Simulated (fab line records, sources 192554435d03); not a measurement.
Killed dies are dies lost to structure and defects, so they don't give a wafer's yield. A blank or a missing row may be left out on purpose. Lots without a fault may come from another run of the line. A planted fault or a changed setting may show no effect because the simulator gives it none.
Which tool did it? | flow n5_finfet | 12 lots, 36 wafers sampled, at 1 step of a route of 1938

WHAT THE GAUGES READ, wafer by wafer
N5_FIN_SAQP_CD_MEAS_27: target cd 20 nm.
lot  | measured    | on        | cd_nm (nm)
L075 | day 2 08:04 | cd_sem-01 | 20.26 20.30 20.57
L077 | day 2 20:37 | cd_sem-01 | 20.41 20.42 20.15
L079 | day 3 07:02 | cd_sem-02 | 20.60 20.38 20.16
L081 | day 3 19:28 | cd_sem-02 | 20.42 19.86 20.05
L083 | day 4 07:12 | cd_sem-01 | 20.25 20.66 20.59
L085 | day 4 21:29 | cd_sem-01 | 20.07 20.42 20.27
L087 | day 5 07:08 | cd_sem-03 | 20.71 19.86 20.12
L089 | day 5 18:22 | cd_sem-01 | 20.48 20.55 20.68
L091 | day 6 07:27 | cd_sem-01 | 20.35 21.04 20.04
L093 | day 6 18:25 | cd_sem-03 | 20.68 20.47 20.01
L095 | day 7 05:56 | cd_sem-01 | 20.30 20.12 20.41
L097 | day 7 18:08 | cd_sem-01 | 20.43 20.35 20.37

WHICH TOOL RAN EACH LOT (tool, then ch and the chambers of the sampled wafers, then the start)
The record holds no process step before these readings.

THE ANSWER, worked out from the rows above alone
Rule: what is usual is taken from the lots themselves. Put in order of their means at a reading, lots are off if they are a third of the lots or fewer, leave a main group of 4 or more, and stand apart from it by a gap of 3 or more times the standard deviation of the main group's means; of several such gaps the widest counts. A main group whose means are all the same, to the digits that the tables above print for the reading, isn't used. A lot without any number at a reading at which 4 lots or more have one is off too. The other lots that the step has rows for count as sound.
No lot is off at any reading shown: from this, nothing can be told.

WHAT THE SIMULATOR HAD PUT IN
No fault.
